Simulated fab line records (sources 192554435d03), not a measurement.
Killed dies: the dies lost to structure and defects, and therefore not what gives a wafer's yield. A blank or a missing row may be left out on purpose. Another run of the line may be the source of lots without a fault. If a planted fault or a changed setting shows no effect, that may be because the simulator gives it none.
fab line records ; flow n5Finfet
record lots=4; wafers=12; lastDay=17
route steps=1938 shown BEOL_M4@1099 BEOL_M5@1112 BEOL_M11@1536 PASSIVATION@1936
lots that met no fault: taken from a fault-free run of the same line
startH: hours from the record's opening day to when the first of the lot's shown wafers began ; waitH: hours since the lot's step before ; " unchanged from the row above ; L1.1+2: one row covering several wafers at once ; - no value present, or no start provided ; * or withheld: withheld ; < > ~ a bound
route shown NAME@n: NAME is a module with steps in the file, n the number in the route of the first one ; usual: mean/standard deviation of fault-free wafers ; same: alike in all rows ; chamber/n: place in a boat ; sites: per-site readings ; _std_site: the standard deviation of these ; _edge_site: inner sites' mean taken away from outer sites' mean ; radiusMm: how far each site lies from the wafer's centre ; mask NAME#n: copy n ; behind: tool/chamber where the wafer was last shaped ; hold: reason for holding the lot/hours on hold/outcome of the hold ; device: the n, p or np transistor that did not switch ; end of line: the tests these same wafers got at the end of their route ; for a step that has no rows: nothing shown but its recipe ; killed: count of dies lost to structure and defects at first sort (not the wafer's yield) ; map: a wafer's dies, marking killed ones x, the rest . and places with no die _
set.NAME: the setting the step ran with; set.NAME@STEP: the setting that earlier step ran with ; model.NAME: the simulator's own value behind a step, which no gauge read
certain route steps with their lots: each step a table, each wafer a row
services: from which hour (startH, from the record's first day; less than 0 if before it) a tool's chamber was out of use, for how many hours, and why
## steps
# step N5_BEOL_M4_ANNEAL_95
# recipe tempC=400; timeS=240; ambient=vacuum
# step N5_BEOL_M4_SPUTTER_96
# recipe material=Cu; targetThkA=45; tempC=-20; chamberPressurePa=0.07; powerW=withheld; timeS=8.29
# step N5_BEOL_M4_ECD_50
# recipe material=Cu; targetThkA=3000
# step N5_BEOL_M4_ANNEAL_51
# recipe tempC=225; timeS=90; ambient=N2
# step N5_BEOL_M4_CMP_52
# recipe stopOn=SiOC; tOverpolishS=6.8; downForcePsi=1; platenRpm=50; clearingPlatenDownForcePsi=1.5; clearingPlatenRpm=50; postCmpClean=cuAlkaline; targetThkNm=40; clearingPlatenPadVelocityMS=0.99484; padVelocityMS=0.99484
# step N5_BEOL_M4_PRE_CLEAN_60
# recipe gas=NH3/H2; timeS=15; tempC=*; rfPowerW=300
# step N5_BEOL_M4_CO_CAP_55
# recipe material=Co; targetThkA=20; tempC=200; precursor=CCTBA/H2; pressureTorr=30; timeS=102.1
# step N5_BEOL_M4_PRE_CLEAN_56
# recipe gas=NH3; timeS=15; tempC=withheld; rfPowerW=300
# step N5_BEOL_M4_DEP_57
# recipe material=SiCN; targetThkA=80; tempC=withheld; precursor=3MS/NH3; pressureTorr=3; rfW=202; timeS=14
# step N5_BEOL_M4_RC_MEAS_101
# usual DIBL_N=35.3/1.8; DIBL_P=35.2/2.2; IOFF_N=0.144/0.029; IOFF_P=0.19/0.031; ION_N=670/12; ION_P=460/7.6; SS_N=71.2/0.62; SS_P=73.0/0.69; VT_N=251/3.4; VT_P=-251.4/2.6
lot.wafer;tool;chamber;startH;waitH;DIBL_N[mV/V];DIBL_P[mV/V];IOFF_N[nA/um];IOFF_P[nA/um];ION_N[uA/um];ION_P[uA/um];SS_N[mV/dec];SS_P[mV/dec];VT_N[mV];VT_P[mV]
L856.3;prober-02;0;210.83;0.3;32.9;32.8;0.085;0.12;644;440;70.2;72.0;260;-261.1
L856.5;prober-02;0;210.83;0.3;35.8;37.3;0.122;0.18;659;458;71.4;72.9;261;-255.8
L856.6;prober-02;0;210.83;0.3;35.8;37.3;0.117;0.17;658;454;71.4;73.3;258;-253.9
L860.2;prober-01;0;236.93;0.2;34.8;34.8;0.139;0.17;663;445;71.6;73.3;253;-254.3
L860.4;prober-01;0;236.93;0.2;32.5;31.9;0.107;0.14;651;442;71.2;72.7;257;-253.5
L860.5;prober-01;0;236.93;0.2;30.4;29.9;0.084;0.13;640;449;70.5;71.4;259;-255.8
L863.2;prober-02;0;240.74;0.2;35.6;35.9;0.155;0.21;674;463;70.8;73.6;248;-249.8
L863.4;prober-02;0;240.74;0.2;34.7;34.0;0.131;0.17;670;454;70.5;72.6;250;-256.4
L863.6;prober-02;0;240.74;0.2;37.4;37.5;0.193;0.24;690;472;71.4;74.2;245;-249.8
L872.4;prober-01;0;306.57;0.5;35.6;35.2;0.147;0.20;671;461;71.0;72.5;251;-251.2
L872.5;prober-01;0;306.57;0.5;34.7;34.0;0.135;0.19;677;466;71.4;72.9;249;-251.4
L872.6;prober-01;0;306.57;0.5;33.9;32.9;0.112;0.17;658;460;71.1;72.0;255;-253.4
# step N5_BEOL_M5_ILD_DEP_00
# recipe material=SiCOH_lowk; targetThkA=1406.4; tempC=300; precursor=DEMS/porogen; pressureTorr=5; rfW=500; timeS=25.9
# step N5_BEOL_M5_CURE_79
# recipe tempC=385; timeS=240; ambient=He/Ar; material=SiCOH_lowk
# step N5_BEOL_M5_PECVD_70
# recipe material=SiO2; targetThkA=160; tempC=400; precursor=TEOS/O2; pressureTorr=5.5; rfW=450; teosFlowSccm=53.8; gas=O2; flowSccm=3000; timeS=18
# step N5_BEOL_M5_HM_DEP_02
# recipe material=TiN; targetThkA=200; tempC=25; chamberPressurePa=0.49996
# step N5_BEOL_M5_COAT_59
# recipe resist=SOC; tempC=250; timeS=60; spinRpm=1500; resistThkNm=60
# step N5_BEOL_M5_COAT_60
# recipe resist=SiARC; tempC=220; timeS=60; spinRpm=1500; resistThkNm=12
# step N5_BEOL_M5_COAT_71
# recipe resist=underlayer; tempC=205; timeS=60; spinRpm=1500; resistThkNm=5
# step N5_BEOL_M5_COAT_05
# recipe resist=CAR-EUV; spinRpm=1500; resistThkNm=30
# step N5_BEOL_M5_EBR_07
# recipe solvent=PGMEA; ebrWidthMm=1.5
# step N5_BEOL_M5_SOFTBAKE_06
# recipe tempC=110; timeS=60; resist=CAR-EUV
# step N5_BEOL_M5_EXPOSE_08
# recipe maskId=M5; na=0.33; sourceShape=annular; sigmaInner=0.4; sigmaOuter=0.8; polarization=unpolarized; targetCdNm=28; doseMj=35.75
# step N5_BEOL_M5_PEB_09
# recipe pebTempC=100; pebTimeS=60; resist=CAR-EUV
# step N5_BEOL_M5_DEVELOP_10
# recipe developTimeS=30; developer=TMAH; resist=CAR-EUV; rinseLiquid=surfactantRinse; dry=airSpin; devTempC=23
# step N5_BEOL_M5_DESCUM_16
# recipe chemistry=O2; timeS=7; sourcePowerW=50; biasPowerW=20; pressureMtorr=20; rfFrequencyHz=2.712e+07; tempC=40; resist=CAR-EUV; o2FlowSccm=225
# step N5_BEOL_M5_ETCH_72
# recipe chemistry=N2/H2; target=underlayer; targetDepthA=65; maskMaterial=CAR-EUV; timeS=5.2; ionEnergyEv=200; pressureMtorr=30; sourceW=840; biasW=150; n2FlowSccm=200; h2FlowSccm=200; ends=cleared
# step N5_BEOL_M5_ETCH_61
# recipe chemistry=CF4; target=SiARC; targetDepthA=156; maskMaterial=CAR-EUV; timeS=26; ionEnergyEv=80; pressureMtorr=40; sourceW=545; biasW=36; Ar_flow_sccm=100; cf4FlowSccm=100; ends=cleared
# step N5_BEOL_M5_ETCH_62
# recipe chemistry=N2/H2; target=SOC; targetDepthA=750; overetchA=150; maskMaterial=SiARC; tempC=40; timeS=112.5; ionEnergyEv=200; pressureMtorr=30; sourceW=840; biasW=150; n2FlowSccm=200; h2FlowSccm=200
# step N5_BEOL_M5_STRIP_63
# recipe chemistry=N2/H2; tempC=40; n2FlowSccm=200; h2FlowSccm=200; rfFrequencyHz=6e+07
# step N5_BEOL_M5_STRIP_73
# recipe chemistry=N2/H2; tempC=40; n2FlowSccm=200; h2FlowSccm=200; rfFrequencyHz=6e+07
# step N5_BEOL_M5_STRIP_64
# recipe chemistry=CF4; resist=SiARC; powerW=300; biasPowerW=75; pressureMtorr=50; cf4FlowSccm=150; rfFrequencyHz=6e+07
# step N5_BEOL_M5_HM_OPEN_17
# recipe chemistry=Cl2/BCl3; targetDepthA=200; overetchA=60; target=TiN; maskMaterial=SOC; ionEnergyEv=150; pressureMtorr=10; icpW=1000; biasW=126; Cl2_flow_sccm=53.25; bcl3FlowSccm=21.75; Ar_flow_sccm=25
# step N5_BEOL_M5_STRIP_19
# recipe chemistry=O2; powerW=400; tempC=40; pressureMtorr=30; rfFrequencyHz=6e+07; biasPowerW=0; overashFraction=0.2; o2FlowSccm=225
# step N5_BEOL_M5_COAT_65
# recipe resist=SOC; tempC=250; timeS=60; spinRpm=1500; resistThkNm=60
# step N5_BEOL_M5_COAT_66
# recipe resist=SiARC; tempC=220; timeS=60; spinRpm=1500; resistThkNm=12
# step N5_BEOL_M11_ILD_DEP_00
# recipe material=SiCOH_lowk; targetThkA=3085.1; tempC=300; precursor=DEMS/porogen; pressureTorr=5; rfW=500; timeS=58
# usual heaterPowerW=322/44; rfFwdPowerW=496.4/1.8; showerheadPlenumPTorr=5.737/0.018; throttleValvePct=14.0/0.66
lot.wafer;tool;chamber;startH;waitH;heaterPowerW;rfFwdPowerW;showerheadPlenumPTorr;throttleValvePct
L856.3;pecvd-03;1;268.27;0.0;317;493.5;5.714;14.6
L856.5;pecvd-03;1;268.27;0.0;317;494.8;5.729;14.4
L856.6;pecvd-03;2;268.27;0.0;389;499.1;5.739;12.5
L860.2;pecvd-03;0;305.37;0.0;337;498.5;5.786;14.9
L860.4;pecvd-03;2;305.37;0.0;343;500.1;5.760;12.5
L860.5;pecvd-03;1;305.37;0.0;315;496.2;5.724;14.4
L863.2;pecvd-03;0;313.08;0.0;349;497.4;5.771;14.8
L863.4;pecvd-03;2;313.08;0.0;397;496.8;5.763;12.6
L863.6;pecvd-03;0;313.08;0.0;346;496.2;5.759;15.2
L872.4;pecvd-01;1;365.78;0.1;279;495.1;5.733;14.2
L872.5;pecvd-01;2;365.78;0.1;378;495.9;5.719;13.7
L872.6;pecvd-01;0;365.78;0.1;284;497.4;5.732;13.8
# step N5_BEOL_M11_THK_MEAS_01
# recipe reads=SiCOH_lowk_of_BEOL_M11_ILD_DEP_00
# usual M11_ILD_THK=267/3.5
lot.wafer;tool;chamber;startH;waitH;M11_ILD_THK[nm]
L856.3;filmMetro-01;-;268.86;0.3;262
L856.5;filmMetro-01;-;268.86;0.3;262
L856.6;filmMetro-01;-;268.86;0.3;271
L860.2;filmMetro-01;-;305.96;0.4;264
L860.4;filmMetro-01;-;305.96;0.4;215
L860.5;filmMetro-01;-;305.96;0.4;267
L863.2;filmMetro-02;-;313.67;0.4;266
L863.4;filmMetro-02;-;313.67;0.4;220
L863.6;filmMetro-02;-;313.67;0.4;270
L872.4;filmMetro-02;-;366.35;0.2;270
L872.5;filmMetro-02;-;366.35;0.2;268
L872.6;filmMetro-02;-;366.35;0.2;265
# step N5_PASSIVATION_PROBE_49
# usual defectLimitedYield=91.0/1.4; killed_at_M0_to_M3=36/10; killed_at_M4_up=15/5; killedAtContacts=12/6.1; killedAtFrontEnd=40/13; killedAtOther=3.8/2.9; killedDies=106/16; killedOnRim=14/4.1; killedOpen=68/12; killedShort=35/8.2; sort_bin_5_function=5.2/0.9; sort_bin_6_memory=3.4/0.71; sort_bin_8_speed=0.0/0.46; sortNPass=1073/17; sortYieldPct=91.0/1.5
# same grossDies=1180; killedAtBackSide=0; sort_bin_4_leakage[%]=0
lot.wafer;tool;chamber;startH;waitH;defectLimitedYield[%];killed_at_M0_to_M3;killed_at_M4_up;killedAtContacts;killedAtFrontEnd;killedAtOther;killedDies;killedOnRim;killedOpen;killedShort;sort_bin_5_function[%];sort_bin_6_memory[%];sort_bin_8_speed[%];sortNPass;sortYieldPct[%]
L856.3;prober-02;-;330.89;0.1;92.3;20;14;2;48;7;91;6;53;33;4.4;2.6;0;1089;92.3
L856.5;prober-02;-;330.99;0.2;91.9;40;7;1;45;3;96;14;51;42;4.4;3.2;0;1084;91.9
L856.6;prober-02;-;331.04;0.3;92.7;25;10;7;43;1;86;9;58;24;3.9;2.8;0;1094;92.7
L860.4;prober-01;-;375.83;0.4;52.4;27;477;5;44;9;562;152;69;25;4.5;3.3;0;618;52.4
L863.2;prober-01;-;377.24;0.5;91.4;39;13;11;37;1;101;19;57;32;4.4;2.9;0;1079;91.4
L863.4;prober-01;-;377.34;0.6;86.0;37;76;19;31;2;165;72;63;32;5.0;3.1;0;1015;86.0
L863.6;prober-01;-;377.44;0.7;92.7;23;15;24;21;3;86;10;57;29;4.8;2.5;0;1094;92.7
# killed by level:class
L856.3 FIN_SAQP:geometricParticle:short=16 FIN_SAQP:geometricParticle:open=9 BEOL_M1:geometricParticle:open=7 BEOL_M5:geometricParticle:open=6 BEOL_M1:geometricParticle:short=5 STI_FIN_REVEAL:geometricParticle:open=4 PAD_METAL:geometricParticle:open=4 STI_FIN_REVEAL:geometricParticle:short=3
L856.5 STI_FIN_REVEAL:geometricParticle:open=12 BEOL_M0_SAQP:geometricParticle:short=12 BEOL_M0_SAQP:geometricParticle:open=8 FIN_SAQP:geometricParticle:short=7 FIN_SAQP:geometricParticle:open=6 BEOL_M1:geometricParticle:open=6 BEOL_M2:geometricParticle:short=6 STARTING-WAFER:geometricParticle:short=5
L856.6 STI_FIN_REVEAL:geometricParticle:open=11 DUMMY_GATE:geometricParticle:open=10 BEOL_M0_SAQP:geometricParticle:short=9 BEOL_M0_SAQP:geometricParticle:open=7 BEOL_M5:geometricParticle:open=6 STI_FIN_REVEAL:geometricParticle:short=5 BEOL_M1:geometricParticle:open=5 MOL_CONTACT_COAG:geometricParticle:open=4
L860.4 BEOL_M11:areaDep=462 STI_FIN_REVEAL:geometricParticle:open=12 BEOL_M0_SAQP:geometricParticle:short=7 BEOL_M4:geometricParticle:open=7 BEOL_M3:geometricParticle:open=6 HKMG_FIN:areaEtch=6 DUMMY_GATE:geometricParticle:open=5 BEOL_M2:geometricParticle:open=5
L863.2 HKMG_FIN:areaEtch=11 BEOL_M0_SAQP:geometricParticle:open=8 BEOL_M2:geometricParticle:open=7 FIN_SAQP:geometricParticle:open=6 MOL_CONTACT_COAG:geometricParticle:open=6 BEOL_M0_SAQP:geometricParticle:short=6 MOL_CONTACT_COAG:geometricParticle:short=5 BEOL_M2:geometricParticle:short=5
L863.4 BEOL_M11:areaDep=66 MOL_CONTACT_COAG:geometricParticle:open=16 BEOL_M2:geometricParticle:open=10 ILD0:geometricParticle:short=6 BEOL_M1:geometricParticle:open=6 BEOL_M4:geometricParticle:open=6 BEOL_M0_SAQP:geometricParticle:short=5 FIN_SAQP:geometricParticle:short=4
L863.6 MOL_CONTACT_COAG:geometricParticle:open=18 BEOL_M4:geometricParticle:open=8 MOL_CONTACT_COAG:geometricParticle:short=6 BEOL_M2:geometricParticle:open=6 BEOL_M3:geometricParticle:open=4 STARTING-WAFER:geometricParticle:short=4 FIN_SAQP:geometricParticle:short=3 BEOL_M0_SAQP:geometricParticle:open=3
# map L860.4 (x killed, . not)
_________________xxxxxxxxxxxx________________
______________xxxxxxxxxxxxxxxxxx_____________
___________xxxxxxxxxxxxxxxxxxxxxxxx__________
__________xxxxxxxxxxxxxxxxxxxxxxxxxx_________
________xxxxxxxxxx....x.....xxxxxxxxxx_______
_______xxxxxxxxxx........x....xxxxxxxxx______
______xxxxxxx....x...............xxxxxxx_____
_____xxxxxxx..x.................x.xxxxxxx____
____xxxxxxx.........x..............xxxxxxx___
___xxxxxxx.................x.........xxxxxx__
___xxxxxxx...........................xxxxxx__
__xxxxxxx.............................xxxxxx_
__xxxxxx........x....................xxxxxxx_
_xxxxxx...................x............xxxxxx
_xxxxxx......xx..........x.............xxxxxx
_xxxxxx....x...x.............x........xxxxxxx
_xxxxxx......x.........................xxxxxx
_xxxxx............x....x.xx.......x.x..xxxxxx
_xxxxxx.x......x................x......xxxxxx
_xxxxxx.x...x........x.................xxxxxx
_xxxxxx...xx...........................xxxxxx
__xxxxx.x...x...........x.x....x......xxxxxx_
__xxxxxxx.......x........x...x........xxxxxx_
___xxxxxx.................x..........xxxxxx__
___xxxxxx....x.....x........x.......xxxxxxx__
____xxxxxx.........................xxxxxxx___
_____xxxxxxx......................xxxxxxx____
______xxxxxxx..............x....xxxxxxxx_____
_______xxxxxxxx..........x....xxxxxxxxx______
________xxxxxxxxxxx.........xxxxxxxxxx_______
__________xxxxxxxxxxxxxxxxxxxxxxxxxx_________
___________xxxxxxxxxxxxxxxxxxxxxxxx__________
______________xxxxxxxxxxxxxxxxxx_____________
_________________xxxxxxxxxxxx________________
# map L863.4 (x killed, . not)
_________________xxx.x.....xx________________
______________x.xx.........x...x_____________
___________x......................x__________
__________x.x......................._________
________x....x...............x........_______
_______x...........x......x............______
______x........................x........_____
_____x...............xx......x...........____
____x.x.....................x....x.......x___
___x.........x.......................x....x__
___x....................x.....x.x....x..xx.__
__x.....x..x....xx................x.....x..x_
__x.....x.........x...x....x.......x........_
_x......x......................x..x.........x
_x..................xx.....x...xx.....x.....x
_x.....x...............x....x..x......x.....x
_x....................x.............x..xx...x
_x.....x.....................x........x.....x
_x........x.x...............x......x......x.x
_x..x.x..........x........................x.x
_x.....................xx...................x
__xxx...x..........x......x................._
__x.............x.....x....x...x....x......x_
___x........x...........xx.................__
___x...........x..........................x__
____x.............x......................x___
_____............x...........x..........x____
______x...............x................x_____
_______x............x........xx...x...x______
________x..............x.x...x....x..x_______
__________x.....................xx.x_________
___________xx....................xx__________
______________x......x.........x_____________
_________________xxx.x.x..xxx________________
## services
tool;chamber;startH;hours;kind
pecvd-03;2;244.90;10.8;repair
pecvd-01;1;266.30;2.1;scheduledDown
pecvd-03;-;294.00;0.4;repair
pecvd-01;-;330.87;1.1;repair
## key
firstSign step=N5_BEOL_M11_THK_MEAS_01; reading=M11_ILD_THK; direction=down; sigmas=14; usual=267; struck=217
effect step=N5_PASSIVATION_PROBE_49; reading=killed_at_M4_up; direction=up; sigmas=53; usual=15; struck=276
moreKillsBornAt N5_BEOL_M11_ILD_DEP_00@pecvd-03=528
metAt N5_BEOL_M11_ILD_DEP_00
struckWafers L860.4,L863.4
baselineLoss step=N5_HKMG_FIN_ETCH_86; wafers=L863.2
onsetBetween 268.27 305.37
fault kind=siteProfileDrift; tool=pecvd-03; chamber=2; onsetH=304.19; steps=N5_BEOL_M11_ILD_DEP_00; basis=fraction; maxAbsDrift=0.35728; slopeSharePerHr=79.396; sitePattern=0,0,0,0,0,-1,-1,-1,-1
# baselineLoss: these wafers lose ten dies or more at that step, a loss of the line's own and not of a fault; the sort's usual values leave them out
